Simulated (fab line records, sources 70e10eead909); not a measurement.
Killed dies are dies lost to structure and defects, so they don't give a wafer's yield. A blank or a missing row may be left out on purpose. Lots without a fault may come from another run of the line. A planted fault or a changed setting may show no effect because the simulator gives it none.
A struck lot beside a sound one | flow nand_harc | 17 steps out of a route of 1302
Sound: wafers L968.1, L968.4, L968.5. Struck: wafers L959.1, L959.3, L959.4. The cause comes at the end.
At each step with rows: each side's tool, then ch and its chambers, then its first start. Under that, the readings that differ: sound wafers | struck wafers | difference of the means | sigmas: that difference in standard deviations of wafers without a fault.
alike: readings whose means differ by less than 2 such deviations, and words and numbers that are the same on both sides. not compared: withheld readings, readings that some wafer has no value for, bounds like >300 that may hide the same value, and numbers for which the record gives no deviation and whose values overlap.
The two part at a step that has a row with sigmas, a row that says differs or no value, or rows on one side only. Numbers that don't overlap but have no deviation are shown without sigmas and don't part them. A reading that every wafer of one side lacks parts them only if that side has two wafers or more.

NHARC_A_STAIRCASE_CMP_472: polishes SiO2.
  sound on cmp-01 ch 0,1,2, day 25 16:47; struck on cmp-03 ch 0,1,2, day 22 22:22
  alike: motor_current_A, retaining_ring_pressure_frac
then, 1 step without rows for these wafers: NHARC_A_STAIRCASE_SRD_474.
NHARC_A_STAIRCASE_INSPECT_155:
  sound on defect_inspect-01, day 25 17:05; struck on defect_inspect-02, day 22 22:42
  alike: raw_defect_count
NHARC_A_SGD_CUT_DEP_00: deposits SiNx, target thk 50 nm.
  sound on pecvd-04 ch 1,2, day 25 17:09; struck on pecvd-04 ch 0,2, day 22 22:46
  alike: heater_power_w
then, 7 steps without rows for these wafers: NHARC_A_SGD_CUT_DEHYDRATE_01 (time 120 s); NHARC_A_SGD_CUT_HMDS_02 (time 30 s); NHARC_A_SGD_CUT_COAT_56 (time 75 s); NHARC_A_SGD_CUT_COAT_57 (time 65 s); NHARC_A_SGD_CUT_COAT_03 (resist thk 90 nm); NHARC_A_SGD_CUT_SOFTBAKE_04 (time 55 s); NHARC_A_SGD_CUT_EBR_05.
NHARC_A_SGD_CUT_EXPOSE_06: exposes mask SGD.
  sound on arfi_scanner-01 ch 0, day 25 17:37; struck on arfi_scanner-02 ch 0, day 22 23:21
  reading              | sound             | struck            | difference | sigmas
  exposure_dose_mJ_cm2 | 85.57 85.58 85.61 | 88.40 88.39 88.48 | +2.84      | +33
  alike: mask
then, 2 steps without rows for these wafers: NHARC_A_SGD_CUT_PEB_07 (peb time 65 s); NHARC_A_SGD_CUT_DEVELOP_08 (develop time 35 s).
NHARC_A_SGD_CUT_CD_MEAS_09: target cd 100 nm.
  sound on cd_sem-03 ch 0, day 25 17:45; struck on cd_sem-03 ch 0, day 22 23:29
  reading    | sound            | struck            | difference | sigmas
  cd_nm (nm) | 100.4 99.8 100.7 | 103.0 102.3 102.9 | +2.4       | +5
NHARC_A_SGD_CUT_OVL_MEAS_10:
  sound on overlay-02, day 25 17:50; struck on overlay-02, day 22 23:35
  alike: overlay_x_nm, overlay_y_nm
then, 1 step without rows for these wafers: NHARC_END_SORT_01.

WHERE THEY PART
First at NHARC_A_SGD_CUT_EXPOSE_06; last, within this record, at NHARC_A_SGD_CUT_CD_MEAS_09. Later steps at which nothing parts them and some readings are alike: NHARC_A_SGD_CUT_OVL_MEAS_10.

WHY: what the simulator had put in
Process parameter drift: arfi_scanner-02, from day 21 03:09 on, at NHARC_A_SGD_CUT_EXPOSE_06. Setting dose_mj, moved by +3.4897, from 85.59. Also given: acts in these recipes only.
